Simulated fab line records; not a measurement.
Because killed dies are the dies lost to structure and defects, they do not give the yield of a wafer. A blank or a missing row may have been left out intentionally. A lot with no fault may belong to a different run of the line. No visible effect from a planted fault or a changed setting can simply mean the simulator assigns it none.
Which of the tools did it? | flow nand harc | Sampling: 11 lots, 33 wafers, 6 of 1159 route steps

WHAT THE GAUGES READ, wafer by wafer
NHARC_A_WL_FILL_INSPECT_15. Usual: 393 for raw defect count, sd 160.
lot  | measured     | on                | raw defect count | flag
L759 | day 16 00:47 | defect inspect-01 | 425 400 369      |
L760 | day 16 01:32 | defect inspect-01 | 500 386 379      |
L761 | day 17 13:28 | defect inspect-01 | 314 236 365      |
L765 | day 17 23:45 | defect inspect-01 | 462 324 417      |
L771 | day 20 01:09 | defect inspect-02 | 498 573 520      |
L773 | day 20 05:23 | defect inspect-01 | 217 234 292      |
L775 | day 20 09:41 | defect inspect-01 | 320 216 259      |
L778 | day 21 01:56 | defect inspect-02 | 315 371 390      |
L776 | day 21 02:11 | defect inspect-01 | 400 429 391      |
L779 | day 21 06:42 | defect inspect-01 | 323 322 255      |
L781 | day 22 09:17 | defect inspect-01 | 977 943 580      |

NHARC_A_CONTACT_INSPECT_44. Usual: 29 for raw defect count, sd 16.
lot  | measured     | on                | raw defect count | flag
L759 | day 16 05:24 | defect inspect-02 | 18 13 21         |
L760 | day 16 08:43 | defect inspect-01 | 25 35 26         |
L761 | day 17 17:44 | defect inspect-02 | 17 16 12         |
L765 | day 18 04:34 | defect inspect-02 | 27 28 29         |
L771 | day 20 08:05 | defect inspect-01 | 1251 58 39       | OFF
L773 | day 20 09:10 | defect inspect-01 | 18 9 8           |
L775 | day 20 13:55 | defect inspect-02 | 31 24 35         |
L778 | day 21 08:19 | defect inspect-01 | 61 64 54         |
L776 | day 21 09:28 | defect inspect-02 | 10 14 11         |
L779 | day 21 13:24 | defect inspect-02 | 48 29 31         |
L781 | day 22 13:10 | defect inspect-02 | 27 35 32         |

NHARC_END_SORT_01. Usual: killed at array 28, standard deviation 11; killed at other 0.5, standard deviation 0.85; killed at periphery 2.7, standard deviation 1.9; killed dies 32, standard deviation 12; killed open 3.3, standard deviation 1.6; killed short 2.1, standard deviation 1.5.
lot  | measured     | on        | killed at array | killed at other | killed at periphery | killed dies | killed open | killed short | flag
L771 | day 23 20:25 | prober-01 | 109 42 32       | 0 0 1           | 3 2 2               | 112 44 35   | 6 4 2       | 2 1 4        |

TOOL THAT RAN EACH LOT (tool first, then ch and the chambers of the sampled wafers, then the start)
lot  | NHARC_A_WL_FILL_STRIP_29           | NHARC_A_CONTACT_DEP_29          | NHARC_A_CONTACT_ETCH_51
L759 | rie diel-07 ch 1,2,3, day 15 13:34 | pecvd-04 ch 0,1,2, day 16 04:38 | rie diel-09 ch 2,3, no start
L760 | rie diel-10 ch 1,2,3, day 15 13:49 | pecvd-04 ch 1,2, day 16 07:53   | rie diel-09 ch 1,2, no start
L761 | rie diel-07 ch 0,3, day 16 20:13   | pecvd-04 ch 1,2, day 17 16:55   | rie diel-09 ch 1,2,3, no start
L765 | rie diel-13 ch 0,2,3, day 17 03:04 | pecvd-04 ch 0,2, day 18 03:45   | rie diel-03 ch 0,1,2, no start
L771 | rie diel-07 ch 0,2,3, day 19 12:58 | pecvd-04 ch 0,1,2, day 20 07:14 | rie diel-09 ch 0,1,3, day 23 20:25 or earlier
L773 | rie diel-10 ch 0,3, day 19 13:02   | pecvd-03 ch 0,1, day 20 08:24   | rie diel-02 ch 0,1, no start
L775 | rie diel-10 ch 0,2,3, day 19 17:25 | pecvd-01 ch 0,2, day 20 12:58   | rie diel-03 ch 0,1,3, no start
L778 | rie diel-10 ch 0,1,2, day 20 07:07 | pecvd-03 ch 0,1,2, day 21 07:28 | rie diel-09 ch 0,1,3, no start
L776 | rie diel-13 ch 2,3, day 20 14:56   | pecvd-03 ch 1,2, day 21 08:37   | rie diel-02 ch 0,2,3, no start
L779 | rie diel-13 ch 0,2,3, day 20 17:53 | pecvd-01 ch 0,2, day 21 12:40   | rie diel-09 ch 1,2, no start
L781 | rie diel-07 ch 0,1,3, day 21 20:40 | pecvd-03 ch 1,2, day 22 12:19   | rie diel-03 ch 0,1,2, no start
- NHARC_A_WL_FILL_STRIP_29: strips in O2, time 20 s.
- NHARC_A_CONTACT_DEP_29: deposits SiON, target thk 70 nm.
- NHARC_A_CONTACT_ETCH_51: etches the open film in O2/COS, target depth 3600 nm, time 936 s.

WHAT THE TOOLS THEMSELVES READ (means of the sampled wafers that have a number; where no wafer has one, the mark that the record gives instead)
NHARC_A_WL_FILL_STRIP_29. Usual: chamber pressure mTorr 60.01 mTorr, standard deviation 0.054; drypump motor current A 5.6 A, standard deviation 0.35; oes product au 0.999 a.u., standard deviation 0.009; rf vpp V 57.9 V, standard deviation 0.85; showerhead plenum p Torr 3.52 Torr, standard deviation 0.13; throttle valve pct 17.037 %, standard deviation 0.0092.
lot  | tool        | chamber pressure mTorr (mTorr) | drypump motor current A (A) | oes product au (a.u.) | rf vpp V (V) | showerhead plenum p Torr (Torr) | throttle valve pct (%) | flag
L759 | rie diel-07 | 60.06                          | 5.7                         | 1.006                 | 57.7         | 3.49                            | 17.039                 |
L760 | rie diel-10 | 60.02                          | 5.6                         | 1.008                 | 57.7         | 3.58                            | 17.030                 |
L761 | rie diel-07 | 60.04                          | 6.1                         | 0.997                 | 57.2         | 3.41                            | 17.038                 |
L765 | rie diel-13 | 60.07                          | 5.7                         | 0.995                 | 58.2         | 3.54                            | 17.029                 |
L771 | rie diel-07 | 59.96                          | 5.9                         | 0.992                 | 57.6         | 3.49                            | 17.042                 |
L773 | rie diel-10 | 60.01                          | 5.5                         | 0.994                 | 57.5         | 3.42                            | 17.034                 |
L775 | rie diel-10 | 60.02                          | 5.5                         | 1.000                 | 58.1         | 3.55                            | 17.030                 |
L778 | rie diel-10 | 59.98                          | 5.3                         | 1.000                 | 58.1         | 3.50                            | 17.043                 |
L776 | rie diel-13 | 59.93                          | 5.7                         | 1.006                 | 57.9         | 3.52                            | 17.036                 |
L779 | rie diel-13 | 59.96                          | 5.7                         | 0.997                 | 58.2         | 3.54                            | 17.040                 |
L781 | rie diel-07 | 60.01                          | 5.6                         | 1.004                 | 58.2         | 3.49                            | 17.046                 |

NHARC_A_CONTACT_DEP_29. Usual: heater power w 742 W, standard deviation 110; rf fwd power W 348.4 W, standard deviation 1.1; showerhead vpp V 1153 V, standard deviation 67.
lot  | tool     | heater power w (W) | rf fwd power W (W) | showerhead vpp V (V) | flag
L759 | pecvd-04 | 745                | 348.4              | 1127                 |
L760 | pecvd-04 | 742                | 349.5              | 1138                 |
L761 | pecvd-04 | 839                | 347.6              | 1149                 |
L765 | pecvd-04 | 743                | 349.0              | 1124                 |
L771 | pecvd-04 | 761                | 347.5              | 1127                 |
L773 | pecvd-03 | 801                | 348.4              | 1175                 |
L775 | pecvd-01 | 774                | 347.6              | 1247                 |
L778 | pecvd-03 | 706                | 349.0              | 1153                 |
L776 | pecvd-03 | 630                | 349.2              | 1155                 |
L779 | pecvd-01 | 862                | 347.7              | 1214                 |
L781 | pecvd-03 | 607                | 348.7              | 1155                 |

NHARC_A_CONTACT_ETCH_51. Usual: value, then standard deviation, for each; chamber pressure mTorr 20.002 mTorr / 0.019; drypump motor current A 5.83 A / 0.26; oes product au 0.999 a.u. / 0.01; rf fwd power W 499.7 W / 1.5; rf vpp V 313.4 V / 2.1; showerhead plenum p Torr 3.07 Torr / 0.13; throttle valve pct 28.330 % / 0.0094.
lot  | tool        | chamber pressure mTorr (mTorr) | drypump motor current A (A) | oes product au (a.u.) | rf fwd power W (W) | rf vpp V (V) | showerhead plenum p Torr (Torr) | throttle valve pct (%) | flag
L759 | rie diel-09 | 20.011                         | 6.09                        | 0.996                 | 499.3              | 313.6        | 3.08                            | 28.334                 |
L760 | rie diel-09 | 19.983                         | 5.81                        | 0.992                 | 498.9              | 310.6        | 2.91                            | 28.328                 |
L761 | rie diel-09 | 20.015                         | 5.86                        | 1.006                 | 500.9              | 312.4        | 3.00                            | 28.341                 |
L765 | rie diel-03 | 19.995                         | 5.82                        | 0.992                 | 499.7              | 314.0        | 3.15                            | 28.331                 |
L771 | rie diel-09 | 20.005                         | 5.79                        | 1.000                 | 500.0              | 313.0        | 3.02                            | 28.325                 |
L773 | rie diel-02 | 19.980                         | 5.89                        | 0.997                 | 499.4              | 313.4        | 3.12                            | 28.329                 |
L775 | rie diel-03 | 20.008                         | 5.75                        | 1.000                 | 499.9              | 312.8        | 3.05                            | 28.325                 |
L778 | rie diel-09 | 19.996                         | 5.80                        | 1.009                 | 500.6              | 313.1        | 3.02                            | 28.329                 |
L776 | rie diel-02 | 20.000                         | 6.14                        | 1.003                 | 500.0              | 314.6        | 3.12                            | 28.330                 |
L779 | rie diel-09 | 19.990                         | 5.65                        | 0.992                 | 500.0              | 314.0        | 3.09                            | 28.332                 |
L781 | rie diel-03 | 20.028                         | 5.81                        | 1.002                 | 499.3              | 313.6        | 3.13                            | 28.328                 |

THE ANSWER, worked out from the rows above alone
Rule: a lot counts as off when the mean over its wafers that have a number is more than 3 standard deviations away from the usual mean. A lot without any number at a reading at which 4 lots or more have one is off too. All remaining lots with rows at the step are treated as sound. First the gauges in route order, then the tools' own readings, where a lot's mean is used as printed above. The first step at which some lot is off is used, and at that step the reading that is off furthest; a lot without a number counts as furthest.
Off: L771 (NHARC_A_CONTACT_INSPECT_44, raw defect count).
If a tool, at a process step before that reading, ran all the lots that are off and no sound lot after the first of them, it fits. The gauges at NHARC_A_CONTACT_INSPECT_44 are tried like those tools. One candidate fits, namely pecvd-04 at NHARC_A_CONTACT_DEP_29. Its last sound lot is L765 (day 18 03:45), its first lot that is off L771 (day 20 07:14): a fault that began between those two fits.

WHAT THE SIMULATOR PUT IN
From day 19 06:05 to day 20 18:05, pecvd-04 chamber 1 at NHARC_A_CONTACT_DEP_29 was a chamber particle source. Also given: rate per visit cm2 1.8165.
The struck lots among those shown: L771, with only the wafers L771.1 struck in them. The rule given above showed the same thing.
